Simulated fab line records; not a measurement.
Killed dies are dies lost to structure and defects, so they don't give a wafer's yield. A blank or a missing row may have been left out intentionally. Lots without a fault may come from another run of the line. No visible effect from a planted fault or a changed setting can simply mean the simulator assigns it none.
Which tool is to blame? -- flow n5-finfet -- at 1 step of a route of 1938, 11 lots with 31 wafers sampled

## WHAT THE GAUGES SHOWED, per wafer
N5_BEOL_M6_INSPECT_13: inspects for defects (brightfield).
lot,measured,on,raw-defect-count
L150,day 9 08:52,defect-inspect-01,424 343 397
L149,day 9 12:13,defect-inspect-01,619 380 529
L151,day 10 02:41,defect-inspect-02,373 382
L153,day 10 15:53,defect-inspect-01,476 434
L163,day 13 10:11,defect-inspect-01,423 356 484
L168,day 14 02:33,defect-inspect-02,516 447 487
L166,day 14 09:11,defect-inspect-02,388 697 522
L167,day 14 14:25,defect-inspect-02,324 364 296
L170,day 14 14:36,defect-inspect-02,327 628 518
L169,day 14 20:30,defect-inspect-02,465 397 382
L171,day 15 14:34,defect-inspect-02,572 488 465

## TOOL THAT RAN EACH LOT (tool first, then ch and the chambers of the sampled wafers, then the start)
Before these readings, the record contains no process step.

## AS READ BY THE TOOLS THEMSELVES (means over the sampled wafers that have a number; for cases with no such wafer, the mark the record gives instead)
The record holds no such reading with a usual standard deviation.

## THE ANSWER, worked out from the rows above alone
Rule: usual is defined by the lots themselves. Put in order of their means at a reading, lots are off if they are a third of the lots or fewer, leave a main group of 4 or more, and stand apart from it by a gap of 3 or more times the standard deviation of the main group's means; of several such gaps the widest counts. A main group whose means are all the same, to the digits that the tables above print for the reading, isn't used. Also off: a lot with no number at a reading for which 4 or more lots have one. Where the step has rows for the other lots, those lots are counted as sound. Order of review: gauges by route order, followed by the tools' own readings, for which a lot's mean as printed above is used. The first step at which some lot is off is used, and at that step the reading that is off furthest; a lot without a number counts as furthest.
None of the lots is off at any reading shown; this tells nothing.

## WHAT HAD BEEN PUT IN BY THE SIMULATOR
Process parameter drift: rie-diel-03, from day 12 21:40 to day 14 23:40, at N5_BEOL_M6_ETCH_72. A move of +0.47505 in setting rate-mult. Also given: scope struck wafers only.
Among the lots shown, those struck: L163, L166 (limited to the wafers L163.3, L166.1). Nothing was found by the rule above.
